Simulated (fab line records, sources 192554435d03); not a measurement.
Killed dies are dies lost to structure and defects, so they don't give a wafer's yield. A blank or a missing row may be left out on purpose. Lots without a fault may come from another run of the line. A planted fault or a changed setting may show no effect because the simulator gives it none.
Chamber matching | flow n5_finfet | N5_ILD0_LINER_00 on ald_sin-04: 4 sister chambers
The step material SiNx, target thk 4 nm, pulse time 1 s, purge time 2 s. 16 wafers are shown with their chamber, then 8 later ones without.

WAFERS WITH THEIR CHAMBER
wafer  | chamber | heater_power_w (W) | susceptor_temp_C (C) | precursor_pulse_height_rel
L074.2 | 1       | 825                | 400.05               | 1.020
L074.3 | 2       | 830                | 400.02               | 1.030
L074.5 | 1       | 830                | 400.15               | 0.978
L078.3 | 2       | 829                | 399.95               | 0.995
L078.5 | 1       | 820                | 399.94               | 0.977
L078.6 | 2       | 809                | 400.17               | 0.986
L084.1 | 1       | 804                | 399.78               | 0.997
L084.5 | 2       | 824                | 399.99               | 0.979
L084.6 | 3       | 804                | 400.00               | 1.001
L085.2 | 1       | 815                | 400.33               | 0.950
L085.3 | 2       | 816                | 399.89               | 1.031
L085.5 | 3       | 818                | 400.00               | 1.015
L088.1 | 0       | 793                | 400.43               | 1.016
L088.3 | 3       | 825                | 399.95               | 1.000
L088.5 | 0       | 786                | 400.24               | 1.004
L090.1 | 1       | 823                | 399.90               | 0.997

SIGNATURES (means of the wafers above)
reading                    | chamber 0 | chamber 1 | chamber 2 | chamber 3 | scatter within a chamber
heater_power_w             | 789.50    | 819.50    | 821.60    | 815.67    | 9.07
susceptor_temp_C           | 400.3350  | 400.0250  | 400.0040  | 399.9833  | 0.146
precursor_pulse_height_rel | 1.01000   | 0.98650   | 1.00420   | 1.00533   | 0.0214
Rule: a wafer's distance from a chamber is the root of the sum, over the readings, of the square of ((its reading less the chamber's mean) divided by the reading's scatter). The wafer belongs to the nearest chamber; if the next one is less than 2 further off, it can't be placed. The scatter: the root of (the sum of the squares of (reading less its chamber's mean) over the shown wafers, divided by (wafers less chambers)).

WAFERS WITHOUT THEIR CHAMBER
wafer  | heater_power_w (W) | susceptor_temp_C (C) | precursor_pulse_height_rel
L090.3 | 802                | 400.32               | 1.003
L090.4 | 830                | 399.80               | 1.013
L093.1 | 818                | 400.14               | 0.995
L093.4 | 791                | 399.84               | 1.024
L093.5 | 808                | 400.22               | 0.985
L095.2 | 818                | 400.08               | 1.018
L095.3 | 811                | 399.80               | 1.015
L095.4 | 785                | 399.70               | 0.986

WHICH CHAMBER EACH WENT THROUGH
wafer  | from the rows above               | in truth
L090.3 | can't be placed: 0 or 3 or 1 or 2 | 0
L090.4 | can't be placed: 2 or 3 or 1      | 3
L093.1 | can't be placed: 1 or 2 or 3      | 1
L093.4 | can't be placed: 3 or 0 or 2 or 1 | 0
L093.5 | can't be placed: 1 or 3 or 2 or 0 | 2
L095.2 | can't be placed: 2 or 3 or 1      | 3
L095.3 | can't be placed: 3 or 2 or 1      | 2
L095.4 | can't be placed: 3 or 1 or 0 or 2 | 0
Placed correctly: 0 of 8. Can't be placed from these rows: 8 (the true chamber is among the candidates in 8). Placed wrongly: 0.
